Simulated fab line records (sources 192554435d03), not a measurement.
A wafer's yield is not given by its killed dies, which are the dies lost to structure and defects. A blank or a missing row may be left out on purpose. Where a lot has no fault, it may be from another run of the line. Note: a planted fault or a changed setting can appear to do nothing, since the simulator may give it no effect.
Split-lot experiment / flow n5_finfet / route with 1938 steps; 7 lots, 39 wafers read

## SPLIT DETAILS
At N5_ZERO_LAYER_DEVELOP_10 (develop time 60 s), the setting develop_time_s was moved away from the recipe's 60 s on 15 of the 39 wafers read, by -57.2% to +53.5%. The other wafers ran this setting at the recipe's value.

## THE PATH FROM SPLIT TO READING: the file shows 1 step between them
- N5_ZERO_LAYER_HARDBAKE_23: time 120 s

## THE READING
cd_nm, in nm, at N5_ZERO_LAYER_CD_MEAS_11 (target cd 2000 nm). A value of 1998.7 nm with a standard deviation of 2.2 nm is what fault-free wafers of this fab line usually give.

wafer=L077.1; tool, chamber at the split=litho_track-05, 0; develop_time_s as run, s=60; against the recipe=recipe; cd_nm, nm=1998.9; against lot-mates on the recipe=-
wafer=L077.2; tool, chamber at the split=litho_track-05, 0; develop_time_s as run, s=60; against the recipe=recipe; cd_nm, nm=1995.4; against lot-mates on the recipe=-
wafer=L077.3; tool, chamber at the split=litho_track-05, 0; develop_time_s as run, s=60; against the recipe=recipe; cd_nm, nm=1996.2; against lot-mates on the recipe=-
wafer=L077.4; tool, chamber at the split=litho_track-05, 0; develop_time_s as run, s=60; against the recipe=recipe; cd_nm, nm=1996.9; against lot-mates on the recipe=-
wafer=L077.5; tool, chamber at the split=litho_track-05, 0; develop_time_s as run, s=60; against the recipe=recipe; cd_nm, nm=1999.9; against lot-mates on the recipe=-
wafer=L077.6; tool, chamber at the split=litho_track-05, 0; develop_time_s as run, s=60; against the recipe=recipe; cd_nm, nm=1996.0; against lot-mates on the recipe=-
wafer=L078.1; tool, chamber at the split=litho_track-05, 0; develop_time_s as run, s=60; against the recipe=recipe; cd_nm, nm=1999.3; against lot-mates on the recipe=-
wafer=L078.2; tool, chamber at the split=litho_track-05, 0; develop_time_s as run, s=25.65; against the recipe=-57.2%; cd_nm, nm=1979.5; against lot-mates on the recipe=-21.1
wafer=L078.3; tool, chamber at the split=litho_track-05, 0; develop_time_s as run, s=60; against the recipe=recipe; cd_nm, nm=2002.8; against lot-mates on the recipe=-
wafer=L078.4; tool, chamber at the split=litho_track-05, 0; develop_time_s as run, s=25.65; against the recipe=-57.2%; cd_nm, nm=1978.2; against lot-mates on the recipe=-22.4
wafer=L078.5; tool, chamber at the split=litho_track-05, 0; develop_time_s as run, s=60; against the recipe=recipe; cd_nm, nm=1999.7; against lot-mates on the recipe=-
wafer=L078.6; tool, chamber at the split=litho_track-05, 0; develop_time_s as run, s=25.65; against the recipe=-57.2%; cd_nm, nm=1981.6; against lot-mates on the recipe=-19.0
wafer=L083.1; tool, chamber at the split=litho_track-05, 0; develop_time_s as run, s=60; against the recipe=recipe; cd_nm, nm=2003.2; against lot-mates on the recipe=-
wafer=L083.2; tool, chamber at the split=litho_track-05, 0; develop_time_s as run, s=82.83; against the recipe=+38.1%; cd_nm, nm=2003.4; against lot-mates on the recipe=+2.6
wafer=L083.3; tool, chamber at the split=litho_track-05, 0; develop_time_s as run, s=60; against the recipe=recipe; cd_nm, nm=2000.2; against lot-mates on the recipe=-
wafer=L083.4; tool, chamber at the split=litho_track-05, 0; develop_time_s as run, s=60; against the recipe=recipe; cd_nm, nm=1999.0; against lot-mates on the recipe=-
wafer=L083.5; tool, chamber at the split=litho_track-05, 0; develop_time_s as run, s=82.83; against the recipe=+38.1%; cd_nm, nm=2004.8; against lot-mates on the recipe=+4.0
wafer=L083.6; tool, chamber at the split=litho_track-05, 0; develop_time_s as run, s=82.83; against the recipe=+38.1%; cd_nm, nm=2003.2; against lot-mates on the recipe=+2.4
wafer=L085.1; tool, chamber at the split=litho_track-04, 0; develop_time_s as run, s=46.82; against the recipe=-22.0%; cd_nm, nm=1994.5; against lot-mates on the recipe=-5.8
wafer=L085.2; tool, chamber at the split=litho_track-04, 0; develop_time_s as run, s=46.82; against the recipe=-22.0%; cd_nm, nm=1995.7; against lot-mates on the recipe=-4.6
wafer=L085.3; tool, chamber at the split=litho_track-04, 0; develop_time_s as run, s=60; against the recipe=recipe; cd_nm, nm=1999.7; against lot-mates on the recipe=-
wafer=L085.4; tool, chamber at the split=litho_track-04, 0; develop_time_s as run, s=60; against the recipe=recipe; cd_nm, nm=2000.9; against lot-mates on the recipe=-
wafer=L085.5; tool, chamber at the split=litho_track-04, 0; develop_time_s as run, s=60; against the recipe=recipe; cd_nm, nm=2000.3; against lot-mates on the recipe=-
wafer=L085.6; tool, chamber at the split=litho_track-04, 0; develop_time_s as run, s=46.82; against the recipe=-22.0%; cd_nm, nm=1992.2; against lot-mates on the recipe=-8.1
wafer=L087.3; tool, chamber at the split=litho_track-05, 0; develop_time_s as run, s=60; against the recipe=recipe; cd_nm, nm=1998.6; against lot-mates on the recipe=-
wafer=L087.5; tool, chamber at the split=litho_track-05, 0; develop_time_s as run, s=60; against the recipe=recipe; cd_nm, nm=1997.4; against lot-mates on the recipe=-
wafer=L087.6; tool, chamber at the split=litho_track-05, 0; develop_time_s as run, s=60; against the recipe=recipe; cd_nm, nm=1997.0; against lot-mates on the recipe=-
wafer=L093.1; tool, chamber at the split=litho_track-01, 0; develop_time_s as run, s=60; against the recipe=recipe; cd_nm, nm=1999.0; against lot-mates on the recipe=-
wafer=L093.2; tool, chamber at the split=litho_track-01, 0; develop_time_s as run, s=60; against the recipe=recipe; cd_nm, nm=1998.2; against lot-mates on the recipe=-
wafer=L093.3; tool, chamber at the split=litho_track-01, 0; develop_time_s as run, s=92.1; against the recipe=+53.5%; cd_nm, nm=2005.0; against lot-mates on the recipe=+7.2
wafer=L093.4; tool, chamber at the split=litho_track-01, 0; develop_time_s as run, s=92.1; against the recipe=+53.5%; cd_nm, nm=2008.2; against lot-mates on the recipe=+10.4
wafer=L093.5; tool, chamber at the split=litho_track-01, 0; develop_time_s as run, s=92.1; against the recipe=+53.5%; cd_nm, nm=2010.3; against lot-mates on the recipe=+12.5
wafer=L093.6; tool, chamber at the split=litho_track-01, 0; develop_time_s as run, s=60; against the recipe=recipe; cd_nm, nm=1996.2; against lot-mates on the recipe=-
wafer=L095.1; tool, chamber at the split=litho_track-01, 0; develop_time_s as run, s=60; against the recipe=recipe; cd_nm, nm=1997.5; against lot-mates on the recipe=-
wafer=L095.2; tool, chamber at the split=litho_track-01, 0; develop_time_s as run, s=60; against the recipe=recipe; cd_nm, nm=1997.1; against lot-mates on the recipe=-
wafer=L095.3; tool, chamber at the split=litho_track-01, 0; develop_time_s as run, s=49.97; against the recipe=-16.7%; cd_nm, nm=1991.8; against lot-mates on the recipe=-5.1
wafer=L095.4; tool, chamber at the split=litho_track-01, 0; develop_time_s as run, s=49.97; against the recipe=-16.7%; cd_nm, nm=1995.0; against lot-mates on the recipe=-1.9
wafer=L095.5; tool, chamber at the split=litho_track-01, 0; develop_time_s as run, s=49.97; against the recipe=-16.7%; cd_nm, nm=1995.9; against lot-mates on the recipe=-1.0
wafer=L095.6; tool, chamber at the split=litho_track-01, 0; develop_time_s as run, s=60; against the recipe=recipe; cd_nm, nm=1996.0; against lot-mates on the recipe=-

THE FIT
A straight line over all 39 wafers: cd_nm changes by +0.232 nm for each +1% of develop_time_s; r = +0.91; the points scatter about the line by 2.7 nm.
The same after taking each lot's own level away (the mean of its wafers on the recipe; 39 wafers): +0.242 nm for each +1%; r = +0.91; scatter 2.9 nm.
That fit puts the effect of the largest move of develop_time_s on the reading at 14 nm.
From 1996.87 to 2000.80 nm: that is the span of the lots' own levels, equal to 1.8 times the standard deviation above.
Hence the lot-to-lot level has little effect on the slope; both slopes agree.
Check: for one of the wafers moved furthest among these (-57.2%), held out of the fit, the line's prediction against its lot-mates is -13.9 nm. Against them it came out at -21.1 nm.

## THE WHOLE CHAIN: every reading that the file lists as answering this split, in the file's order
step=N5_ZERO_LAYER_CD_MEAS_11; what it does=target cd 2000 nm; reading=cd_nm; change (the file's fit)=+0.242 nm for each +1% of the setting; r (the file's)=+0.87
step=N5_ZERO_LAYER_DESCUM_16; what it does=chemistry O2, time 7.9 s; reading=ZERO_LAYER.cd_nm (the simulator's own value, which no gauge read); change (the file's fit)=+0.241 nm for each +1% of the setting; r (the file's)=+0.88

## FILE'S OWN FIT
cd_nm changes by +0.242 nm for each +1% of develop_time_s, r = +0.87.
